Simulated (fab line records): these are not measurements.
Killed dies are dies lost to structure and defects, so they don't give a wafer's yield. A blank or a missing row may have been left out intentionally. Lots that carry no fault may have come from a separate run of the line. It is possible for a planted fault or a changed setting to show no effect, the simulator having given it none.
Matching of chambers    flow n5 finfet    3 sister chambers for N5_BEOL_M7_CURE_74 on uv cure-02
The step cures SiCOH lowk, time 240 s. 3 wafers are shown with their chamber, then 12 later ones without.

## EACH WAFER AND ITS CHAMBER
wafer   chamber  wafer_temp_C_max
L076.4  1        387.7
L078.6  0        386.3
L088.4  2        386.0

## WAFERS WHOSE CHAMBER IS MISSING
wafer   wafer_temp_C_max
L089.1  386.8
L089.4  386.0
L089.5  386.5
L091.2  386.3
L091.3  386.1
L091.6  386.1
L094.1  386.2
L094.5  386.4
L094.6  386.2
L097.3  386.8
L097.5  386.4
L097.6  387.2

## CHAMBER TAKEN BY EACH
wafer   from the rows above           in truth
L089.1  can't be placed: 0 or 2 or 1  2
L089.4  can't be placed: 2 or 0       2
L089.5  can't be placed: 0 or 2       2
L091.2  can't be placed: 0 or 2       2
L091.3  can't be placed: 2 or 0       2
L091.6  can't be placed: 2 or 0       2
L094.1  can't be placed: 0 or 2       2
L094.5  can't be placed: 0 or 2       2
L094.6  can't be placed: 0 or 2       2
L097.3  can't be placed: 0 or 2 or 1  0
L097.5  can't be placed: 0 or 2       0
L097.6  can't be placed: 1 or 0       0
Correctly placed: 0 of 12. Not placeable from these rows: 12 (in 12, the candidates include the true chamber). 0 placed wrongly.
How it was worked out, from the rows above alone: a wafer's distance from a chamber is the root of the sum, over the readings, of the square of ((its reading less the chamber's mean) divided by the reading's scatter). The wafer belongs to the nearest chamber; if the next one is less than 2 further off, it can't be placed. A chamber's mean is the mean of its shown wafers. The scatter: root of mean squared gap, hidden wafer to nearest shown wafer, with one shown wafer a chamber.
